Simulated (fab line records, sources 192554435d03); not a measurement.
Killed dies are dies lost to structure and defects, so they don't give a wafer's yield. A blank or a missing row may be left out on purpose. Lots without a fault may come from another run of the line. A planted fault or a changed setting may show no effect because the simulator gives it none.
Problem report in the 8D (eight disciplines) form, filled by code | flow n5_finfet | the parts of the form that need people (team, actions taken, sign-off) are left out

1. THE PROBLEM
VG_OVL at N5_MOL_CONTACT_COAG_OVL_MEAS_85 reads a mean of 4.0 nm on 6 wafers of 2 lots; wafers without a fault read -0.1 nm with a standard deviation of 0.73. That is +5.6 standard deviations from the usual mean.
First seen on wafer L521.2, day 8 09:41, on overlay-02. The record holds 12 wafers of 4 lots with a number at this step. Rule for "out", or "out of limits": more than 4 standard deviations from the usual mean. The other wafers with a number count as sound.

2. WHAT IT IS AND WHAT IT IS NOT
question                    | is                     | is not
which readings at this step | VG_OVL                 | -
which lots                  | L521, L522             | L510, L530
which wafers of those lots  | all that have a number | -
read on which gauges        | overlay-01, overlay-02 | -
when                        | from day 8 09:41       | up to then (3 sound wafers); but 3 sound wafers of L530 came after

3. SUSPECTS, AND WHAT RULES EACH OUT
Counting: a tool at a process step up to the reading stays a suspect if it ran every lot that is out and no sound lot after the first of them.
- the gauge at N5_MOL_CONTACT_COAG_OVL_MEAS_85: ruled out. The wafers that are out were read on 2 gauges (overlay-01, overlay-02).
- euv_scanner-01 at N5_MOL_CONTACT_COAG_EXPOSE_81 (exposes mask VG, defocus 0 nm): kept. It ran every lot that is out, first L521 (day 8 09:31), and no sound lot after that; its last sound lot up to then is L510 (day 5 17:43).
Left after counting: euv_scanner-01 at N5_MOL_CONTACT_COAG_EXPOSE_81.

4. THE CAUSE (what the simulator had put in)
Scanner matching overlay: euv_scanner-01, from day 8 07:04 on, at N5_MOL_CONTACT_COAG_EXPOSE_81. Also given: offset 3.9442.
Counting left only this tool.

5. THE CHAIN OF EFFECTS, in route order
Each row: a reading whose mean over the struck wafers that have a number lies more than 3 standard deviations from the usual. Only readings for which the record gives a usual standard deviation are gone through. hours: the time from each lot's start at the first step in this table that gives one to its start at this step, as a median over the lots. sigmas: the change in usual standard deviations.
hours | step                            | reading              | usual   | on struck wafers | change | sigmas
0     | N5_MOL_CONTACT_COAG_OVL_MEAS_85 | VG_OVL               | -0.1 nm | 4.0              | +4.1   | +5.6
176   | N5_PASSIVATION_PROBE_49         | defect_limited_yield | 91.3 %  | 85.6             | -5.7   | -3.8
176   | N5_PASSIVATION_PROBE_49         | killed_at_contacts   | 11      | 64               | +52    | +9.4
176   | N5_PASSIVATION_PROBE_49         | killed_dies          | 103     | 170              | +67    | +3.7
176   | N5_PASSIVATION_PROBE_49         | sort_bin_5_function  | 5.1 %   | 8.1              | +3.0   | +3.1
176   | N5_PASSIVATION_PROBE_49         | sort_n_pass          | 1077    | 1010             | -67    | -3.7
176   | N5_PASSIVATION_PROBE_49         | sort_yield_pct       | 91.2 %  | 85.6             | -5.6   | -3.7
The process steps in it:
- N5_PASSIVATION_PROBE_49
Later measuring or inspecting steps at which every struck wafer that the step has a row for has a number for every such reading, and none has moved that far: N5_BEOL_M4_RC_MEAS_101.

6. WHAT WOULD HAVE CAUGHT IT SOONER
In this record the first reading out of limits at a measuring or inspecting step was taken at day 8 09:41, 3 hours after the fault began at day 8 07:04.
Of the tool readings at N5_MOL_CONTACT_COAG_EXPOSE_81 for which the record gives a usual standard deviation, none was out on any struck wafer, so an alarm limit of 4 standard deviations on them would not have fired.
Of the lots that are out (2), L522 began N5_MOL_CONTACT_COAG_EXPOSE_81 on euv_scanner-01 after day 8 09:41. A hold on the tool at that time would have spared it.
